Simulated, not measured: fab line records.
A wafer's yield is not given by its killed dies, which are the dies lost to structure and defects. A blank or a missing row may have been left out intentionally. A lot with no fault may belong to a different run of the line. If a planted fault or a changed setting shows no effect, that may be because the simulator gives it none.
Chamber matching    flow n5Finfet    4 sister chambers for N5_BEOL_M0_SAQP_HM_OPEN_112 on rieDiel-04
The step chemistry CHF3/O2, target SiO2, stops on a-Si, target depth 12 nm, time 13.5 s. 8 wafers are shown with their chamber, then 12 later ones without.

## WAFERS WITH THEIR CHAMBER
wafer   chamber  showerheadPlenumPTorr (Torr)  rfVppV (V)
L086.3  2        2.41                          511
L086.5  1        2.49                          530
L087.1  1        2.48                          532
L087.2  2        2.41                          512
L087.3  3        2.55                          517
L087.4  0        2.30                          516
L087.5  0        2.30                          517
L087.6  3        2.55                          516

## WAFERS WHOSE CHAMBER IS MISSING
wafer   showerheadPlenumPTorr (Torr)  rfVppV (V)
L094.1  2.30                          516
L094.5  2.40                          513
L094.6  2.55                          514
L095.1  2.40                          514
L095.2  2.29                          515
L095.3  2.55                          515
L095.4  2.29                          517
L095.5  2.55                          514
L095.6  2.40                          513
L097.2  2.29                          517
L097.3  2.55                          516
L097.5  2.55                          514

## WHICH CHAMBER EACH WENT THROUGH
wafer   from the rows above  in truth
L094.1  0                    0
L094.5  2                    2
L094.6  3                    3
L095.1  2                    2
L095.2  0                    0
L095.3  3                    3
L095.4  0                    0
L095.5  3                    3
L095.6  2                    2
L097.2  0                    0
L097.3  3                    3
L097.5  3                    3
Placed correctly: 12 of 12. Not placeable from these rows: 0. Number placed wrongly: 0.
How it was worked out, from the rows above alone: a wafer's distance from a chamber is the root of the sum, over the readings, of the square of ((its reading less the chamber's mean) divided by the reading's scatter). If the next closest chamber is less than 2 further off than the closest, the wafer can't be placed; otherwise it belongs to the closest. Each chamber's mean is taken over the wafers shown for it. The scatter is the square root of a quotient: the sum, over the shown wafers, of each reading's squared deviation from its chamber's mean, divided by wafers minus chambers.
